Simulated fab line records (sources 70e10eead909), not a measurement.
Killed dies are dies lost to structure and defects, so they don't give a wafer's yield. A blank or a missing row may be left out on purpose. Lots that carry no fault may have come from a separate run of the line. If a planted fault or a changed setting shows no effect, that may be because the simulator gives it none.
Matching of chambers    flow nandHarc    rieDiel-11 running NHARC_P_CONTACT_DESCUM_17: 4 sister chambers
The step chemistry O2, time 3 s. 14 wafers are shown with their chamber, then 7 later ones without.

## WAFERS, EACH WITH ITS CHAMBER
wafer   chamber  oesProductAu (a.u.)  rfVppV (V)  throttleValvePct (%)
L074.1  2        1.017                59.0        11.318
L074.5  1        1.006                56.7        11.310
L074.6  2        1.008                58.7        11.295
L076.4  1        0.995                57.9        11.319
L076.5  3        1.001                56.0        11.300
L076.6  2        1.011                57.8        11.312
L077.1  2        1.000                57.0        11.306
L077.4  1        1.006                58.7        11.302
L077.6  0        0.992                57.5        11.316
L079.1  3        1.001                57.5        11.315
L079.2  2        1.024                57.9        11.326
L079.6  2        1.012                58.5        11.305
L085.1  2        1.007                58.5        11.298
L085.2  3        1.000                57.9        11.314

SIGNATURES, as means of the wafers listed above
reading           chamber 0  chamber 1  chamber 2  chamber 3  scatter within a chamber
oesProductAu      0.99200    1.00233    1.01129    1.00067    0.00658
rfVppV            57.500     57.767     58.200     57.133     0.824
throttleValvePct  11.31600   11.31033   11.30857   11.30967   0.01
Rule: a wafer lies at a distance from a chamber equal to the root of the sum of squares, over the readings, of (its reading less the chamber's mean, divided by the reading's scatter). If the next closest chamber is less than 2 further off than the closest, the wafer can't be placed; otherwise it belongs to the closest. The scatter: the root of (the sum of the squares of (reading less its chamber's mean) over the shown wafers, divided by (wafers less chambers)).

## WAFERS WHOSE CHAMBER IS MISSING
wafer   oesProductAu (a.u.)  rfVppV (V)  throttleValvePct (%)
L085.3  0.994                57.1        11.308
L094.1  1.004                57.7        11.313
L094.2  1.010                58.0        11.304
L094.5  1.001                58.7        11.310
L096.1  1.007                58.0        11.307
L096.2  0.989                58.3        11.305
L096.6  1.008                59.2        11.302

## CHAMBER TAKEN BY EACH
wafer   from the rows above                in truth
L085.3  can't be placed: 0 or 3 or 1 or 2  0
L094.1  can't be placed: 1 or 3 or 2 or 0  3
L094.2  can't be placed: 2 or 1 or 3       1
L094.5  can't be placed: 1 or 2 or 3 or 0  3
L096.1  can't be placed: 2 or 1 or 3 or 0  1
L096.2  can't be placed: 0 or 1 or 3 or 2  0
L096.6  can't be placed: 2 or 1 or 3       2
0 of 7 placed correctly. These rows do not allow placing 7 (true chamber among the candidates in 7). Number placed wrongly: 0.
